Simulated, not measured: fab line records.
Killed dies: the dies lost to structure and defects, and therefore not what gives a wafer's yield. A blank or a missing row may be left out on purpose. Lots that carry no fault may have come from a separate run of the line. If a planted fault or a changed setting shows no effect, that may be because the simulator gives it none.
Chamber matching ; flow nand harc ; NHARC_A_CHANNEL_HOLE_D2_DESCUM_15 on rie diel-02: 4 sister chambers
The step chemistry O2, time 3 s. 14 wafers are shown with their chamber, then 6 later ones without.

WAFERS PAIRED WITH THEIR CHAMBERS
wafer;chamber;rf vpp V (V);throttle valve pct (%);oes product au (a.u.)
L530.2;1;57.6;11.319;1.006
L530.3;0;57.5;11.303;1.021
L530.4;3;57.5;11.318;1.000
L535.2;1;56.8;11.320;1.008
L535.4;2;57.4;11.311;1.011
L537.1;2;58.5;11.320;1.000
L537.3;0;58.8;11.318;0.992
L537.4;1;56.6;11.321;0.992
L541.1;3;55.4;11.322;1.011
L541.4;1;57.5;11.324;1.010
L541.6;2;57.1;11.314;0.998
L543.3;0;58.5;11.295;1.002
L543.4;3;56.4;11.310;1.000
L543.5;1;58.4;11.312;1.006

SIGNATURES, as means of the wafers listed above
reading;chamber 0;chamber 1;chamber 2;chamber 3;scatter within a chamber
rf vpp V;58.267;57.380;57.667;56.433;0.792
throttle valve pct;11.30533;11.31920;11.31500;11.31667;0.00684
oes product au;1.00500;1.00440;1.00300;1.00367;0.00903
Rule: for a wafer and a chamber, the distance is found by dividing, reading by reading, the gap between the wafer's reading and the chamber's mean by the reading's scatter, squaring, summing and taking the root. The wafer belongs to the nearest chamber; if the next one is less than 2 further off, it can't be placed. The scatter is the square root of a quotient: the sum, over the shown wafers, of each reading's squared deviation from its chamber's mean, divided by wafers minus chambers.

WAFERS WITH NO CHAMBER GIVEN
wafer;rf vpp V (V);throttle valve pct (%);oes product au (a.u.)
L544.3;57.6;11.305;1.004
L544.4;57.8;11.321;0.998
L544.5;57.6;11.309;1.020
L546.2;58.0;11.324;0.998
L546.3;58.4;11.326;1.008
L546.6;58.3;11.308;1.005

WHICH CHAMBER EACH ONE RAN IN
wafer;from the rows above;in truth
L544.3;can't be placed: 0 or 2 or 1 or 3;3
L544.4;can't be placed: 1 or 2 or 3 or 0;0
L544.5;can't be placed: 0 or 2 or 1 or 3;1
L546.2;can't be placed: 1 or 2 or 3 or 0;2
L546.3;can't be placed: 1 or 2 or 3 or 0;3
L546.6;can't be placed: 0 or 2 or 1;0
Placed correctly: 0 of 6. Not placeable from these rows: 6 (in 6, the candidates include the true chamber). Wrongly placed: 0.
